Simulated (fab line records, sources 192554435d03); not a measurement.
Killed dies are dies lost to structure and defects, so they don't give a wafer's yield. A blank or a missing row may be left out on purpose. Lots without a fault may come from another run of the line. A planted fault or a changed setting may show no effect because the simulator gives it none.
Which tool did it? | flow n5_finfet | 10 lots, 27 wafers sampled, at 5 steps of a route of 1938

WHAT THE GAUGES READ, wafer by wafer
N5_BEOL_M4_RC_MEAS_101. Usual: DIBL_N 36.5 mV/V, standard deviation 2.2; DIBL_P 36.9 mV/V, standard deviation 2.9; IOFF_N 0.17 nA/um, standard deviation 0.044; IOFF_P 0.22 nA/um, standard deviation 0.052; ION_N 671 uA/um, standard deviation 16; ION_P 461 uA/um, standard deviation 10; SS_N 71.6 mV/dec, standard deviation 0.73; SS_P 73.5 mV/dec, standard deviation 0.79; VT_N 250 mV, standard deviation 4.1; VT_P -250 mV, standard deviation 4.1.
lot  | measured     | on        | DIBL_N (mV/V)  | DIBL_P (mV/V)  | IOFF_N (nA/um) | IOFF_P (nA/um) | ION_N (uA/um) | ION_P (uA/um) | SS_N (mV/dec)  | SS_P (mV/dec)  | VT_N (mV)   | VT_P (mV)      | flag
L551 | day 9 04:32  | prober-02 | 35.9 36.7 35.2 | 36.2 36.3 36.0 | 0.15 0.15 0.14 | 0.21 0.20 0.21 | 666 656 664   | 459 453 461   | 70.7 71.3 71.9 | 73.0 73.7 73.2 | 249 250 253 | -249 -252 -248 |
L554 | day 9 17:33  | prober-02 | 35.4 36.6 31.5 | 33.8 36.8 31.6 | 0.14 0.15 0.09 | 0.16 0.21 0.14 | 645 653 640   | 443 449 446   | 71.9 72.1 70.9 | 72.2 73.5 71.8 | 251 252 257 | -253 -249 -253 |
L553 | day 9 15:00  | prober-01 | 37.2 35.6 36.1 | 35.2 36.2 35.9 | 0.16 0.14 0.15 | 0.19 0.22 0.22 | 653 658 670   | 439 462 457   | 72.2 71.2 71.4 | 72.8 72.7 73.2 | 253 254 253 | -253 -250 -251 |
L556 | day 9 21:05  | prober-01 | 37.5 34.3 36.0 | 38.7 35.8 36.9 | 0.20 0.14 0.16 | 0.24 0.20 0.20 | 692 654 671   | 466 450 457   | 72.0 71.6 72.1 | 74.6 73.7 73.9 | 246 253 251 | -251 -252 -249 |
L559 | day 10 18:16 | prober-01 | 38.5 42.5 39.5 | 37.3 43.5 39.5 | 0.19 0.31 0.23 | 0.25 0.40 0.30 | 694 705 695   | 466 483 477   | 72.3 72.5 72.6 | 73.6 75.3 73.9 | 247 241 247 | -248 -241 -245 |
L566 | day 12 22:58 | prober-02 | 38.1 38.3 37.2 | 37.6 38.7 37.2 | 0.21 0.21 0.20 | 0.26 0.26 0.24 | 680 685 688   | 465 468 465   | 71.9 72.3 71.7 | 73.6 74.0 73.9 | 245 244 246 | -246 -249 -249 |
L570 | day 14 03:44 | prober-02 | 35.1 40.6      | 34.2 41.2      | 0.16 0.31      | 0.24 0.38      | 682 707       | 478 487       | 71.1 72.5      | 72.9 74.8      | 251 241     | -243 -238      |
L571 | day 14 06:13 | prober-02 | 38.1 36.0      | 37.4 34.1      | 0.16 0.12      | 0.24 0.16      | 648 654       | 447 448       | 71.6 71.5      | 74.0 72.8      | 252 256     | -250 -254      |
L572 | day 14 05:49 | prober-01 | 35.3 38.1 37.8 | 35.5 38.7 39.4 | 0.14 0.18 0.17 | 0.18 0.23 0.25 | 666 674 668   | 461 463 461   | 70.9 71.7 71.4 | 73.1 74.3 74.4 | 250 247 248 | -252 -249 -252 |
L573 | day 15 04:48 | prober-01 | 40.2 42.3      | 42.9 44.0      | 0.23 0.28      | 0.29 0.33      | 669 702       | 456 471       | 72.3 73.4      | 74.7 75.0      | 248 242     | -247 -243      |

WHICH TOOL RAN EACH LOT (tool, then ch and the chambers of the sampled wafers, then the start)
lot  | N5_BEOL_M0_SAQP_ILD_DEP_01     | N5_BEOL_M0_SAQP_PECVD_04       | N5_BEOL_M0_SAQP_MANDREL_ETCH_20 | N5_BEOL_M0_SAQP_RECESS_104
L551 | pecvd-02 ch 1,2, day 5 18:29   | pecvd-01 ch 1,2, day 5 22:40   | rie_si-06 ch 1,2,3, day 5 23:36 | vapor_etch-02 ch 0,1, day 6 01:09
L554 | pecvd-02 ch 0,1,2, day 6 12:43 | pecvd-02 ch 0,1,2, day 6 13:10 | rie_si-05 ch 1,2,3, day 6 13:59 | vapor_etch-01 ch 0,1, day 6 15:38
L553 | pecvd-02 ch 0,1,2, day 6 15:42 | pecvd-04 ch 0,1,2, day 6 18:28 | rie_si-05 ch 2,3, day 6 19:19   | vapor_etch-02 ch 0,1, day 6 20:52
L556 | pecvd-02 ch 0,1, day 6 21:42   | pecvd-02 ch 0,2, day 6 22:40   | rie_si-05 ch 0,2,3, day 6 23:36 | vapor_etch-01 ch 0,1, day 7 02:18
L559 | pecvd-04 ch 0,1, day 7 16:24   | pecvd-02 ch 0,1, day 7 16:56   | rie_si-05 ch 0,2,3, day 7 17:46 | vapor_etch-02 ch 0,1, day 7 19:49
L566 | pecvd-04 ch 0,1,2, day 9 08:08 | pecvd-01 ch 0,1,2, day 9 09:18 | rie_si-06 ch 0,2,3, day 9 10:19 | vapor_etch-02 ch 0,1, day 9 13:23
L570 | pecvd-04 ch 1, day 10 14:34    | pecvd-01 ch 0,2, day 10 15:05  | rie_si-06 ch 0,2, day 10 16:19  | vapor_etch-01 ch 0,1, day 10 17:58
L571 | pecvd-04 ch 0, day 10 17:34    | pecvd-02 ch 0,2, day 10 18:36  | rie_si-06 ch 2, day 10 20:14    | vapor_etch-02 ch 0,1, day 10 22:55
L572 | pecvd-01 ch 2, day 10 20:34    | pecvd-02 ch 0,2, day 10 22:08  | rie_si-05 ch 0,3, day 10 23:22  | vapor_etch-01 ch 0,1, day 11 01:35
L573 | pecvd-04 ch 0,1, day 11 05:28  | pecvd-02 ch 0,1, day 11 06:15  | rie_si-06 ch 0,2, day 11 07:50  | vapor_etch-02 ch 1, day 11 09:49
- N5_BEOL_M0_SAQP_ILD_DEP_01: deposits SiOC from DEMS/O2, target thk 45.419 nm, time 8.7 s.
- N5_BEOL_M0_SAQP_PECVD_04: deposits a-Si from SiH4/He, target thk 60 nm, time 60.2 s.
- N5_BEOL_M0_SAQP_MANDREL_ETCH_20: etches a-Si in HBr/Cl2, stops on SiNx, target depth 60 nm, bt time 10 s, time 30 s.
- N5_BEOL_M0_SAQP_RECESS_104: chemistry HF/NH3, target SiO2, target depth 18 nm, afs cycles 3, sublimation time 60 s.

WHAT THE TOOLS THEMSELVES READ (means of the sampled wafers that have a number; where no wafer has one, the mark that the record gives instead)
N5_BEOL_M0_SAQP_ILD_DEP_01. Usual: heater_power_w 471 W, standard deviation 68; showerhead_plenum_p_Torr 5.697 Torr, standard deviation 0.017; throttle_valve_pct 12.2 %, standard deviation 0.67.
lot  | tool     | heater_power_w (W) | showerhead_plenum_p_Torr (Torr) | throttle_valve_pct (%) | flag
L551 | pecvd-02 | 585                | 5.712                           | 11.8                   |
L554 | pecvd-02 | 541                | 5.713                           | 11.5                   |
L553 | pecvd-02 | 507                | 5.712                           | 11.6                   |
L556 | pecvd-02 | 513                | 5.704                           | 11.8                   |
L559 | pecvd-04 | 482                | 5.701                           | 12.9                   |
L566 | pecvd-04 | 437                | 5.696                           | 12.4                   |
L570 | pecvd-04 | 397                | 5.700                           | 12.9                   |
L571 | pecvd-04 | 533                | 5.700                           | 12.9                   |
L572 | pecvd-01 | 539                | 5.661                           | 11.6                   |
L573 | pecvd-04 | 468                | 5.692                           | 12.9                   |

N5_BEOL_M0_SAQP_PECVD_04. Usual: heater_power_w 607 W, standard deviation 75; showerhead_plenum_p_Torr 5.67 Torr, standard deviation 0.065; throttle_valve_pct 18.5 %, standard deviation 0.99.
lot  | tool     | heater_power_w (W) | showerhead_plenum_p_Torr (Torr) | throttle_valve_pct (%) | flag
L551 | pecvd-01 | 538                | 5.63                            | 19.2                   |
L554 | pecvd-02 | 611                | 5.73                            | 17.8                   |
L553 | pecvd-04 | 585                | 5.68                            | 18.7                   |
L556 | pecvd-02 | 601                | 5.77                            | 17.7                   |
L559 | pecvd-02 | 690                | 5.71                            | 18.0                   |
L566 | pecvd-01 | 601                | 5.62                            | 18.7                   |
L570 | pecvd-01 | 656                | 5.58                            | 18.2                   |
L571 | pecvd-02 | 652                | 5.75                            | 17.6                   |
L572 | pecvd-02 | 641                | 5.75                            | 17.7                   |
L573 | pecvd-02 | 664                | 5.71                            | 17.8                   |

N5_BEOL_M0_SAQP_MANDREL_ETCH_20. Usual: drypump_motor_current_A 5.7 A, standard deviation 0.54; oes_product_au 0.776 a.u., standard deviation 0.013; rf_fwd_power_W 795.1 W, standard deviation 3; throttle_valve_pct 35.2 %, standard deviation 0.34.
lot  | tool      | drypump_motor_current_A (A) | oes_product_au (a.u.) | rf_fwd_power_W (W) | throttle_valve_pct (%) | flag
L551 | rie_si-06 | 6.2                         | 0.768                 | 796.9              | 35.3                   |
L554 | rie_si-05 | 5.5                         | 0.776                 | 797.7              | 35.0                   |
L553 | rie_si-05 | 5.9                         | 0.765                 | 796.2              | 35.0                   |
L556 | rie_si-05 | 5.6                         | 0.777                 | 602.7              | 35.2                   | OFF
L559 | rie_si-05 | 5.6                         | 0.770                 | 600.8              | 35.2                   | OFF
L566 | rie_si-06 | 5.9                         | 0.773                 | 792.1              | 35.3                   |
L570 | rie_si-06 | 6.2                         | 0.787                 | 794.5              | 35.2                   |
L571 | rie_si-06 | 6.7                         | 0.766                 | 795.7              | 34.9                   |
L572 | rie_si-05 | 6.0                         | 0.774                 | 791.3              | 35.3                   |
L573 | rie_si-06 | 6.2                         | 0.776                 | 796.2              | 35.2                   |

N5_BEOL_M0_SAQP_RECESS_104. Usual: drypump_motor_current_A 5.7 A, standard deviation 0.3.
lot  | tool          | drypump_motor_current_A (A) | flag
L551 | vapor_etch-02 | 5.4                         |
L554 | vapor_etch-01 | 5.8                         |
L553 | vapor_etch-02 | 5.7                         |
L556 | vapor_etch-01 | 5.8                         |
L559 | vapor_etch-02 | 5.4                         |
L566 | vapor_etch-02 | 5.7                         |
L570 | vapor_etch-01 | 5.8                         |
L571 | vapor_etch-02 | 5.6                         |
L572 | vapor_etch-01 | 5.8                         |
L573 | vapor_etch-02 | 5.9                         |

THE ANSWER, worked out from the rows above alone
Rule: a lot is off if the mean of its wafers that have a number lies more than 3 standard deviations from the usual mean. A lot without any number at a reading at which 4 lots or more have one is off too. The other lots that the step has rows for count as sound. The gauges are gone through in route order, then the tools' own readings, and for those a lot's mean is taken as printed above. The first step at which some lot is off is used, and at that step the reading that is off furthest; a lot without a number counts as furthest.
Off: L556, L559, at N5_BEOL_M0_SAQP_MANDREL_ETCH_20 (rf_fwd_power_W).
A tool fits if, at that step or a process step before it, it ran every lot that is off, and no sound lot after the first of them. None of those tried fits.

WHAT THE SIMULATOR HAD PUT IN
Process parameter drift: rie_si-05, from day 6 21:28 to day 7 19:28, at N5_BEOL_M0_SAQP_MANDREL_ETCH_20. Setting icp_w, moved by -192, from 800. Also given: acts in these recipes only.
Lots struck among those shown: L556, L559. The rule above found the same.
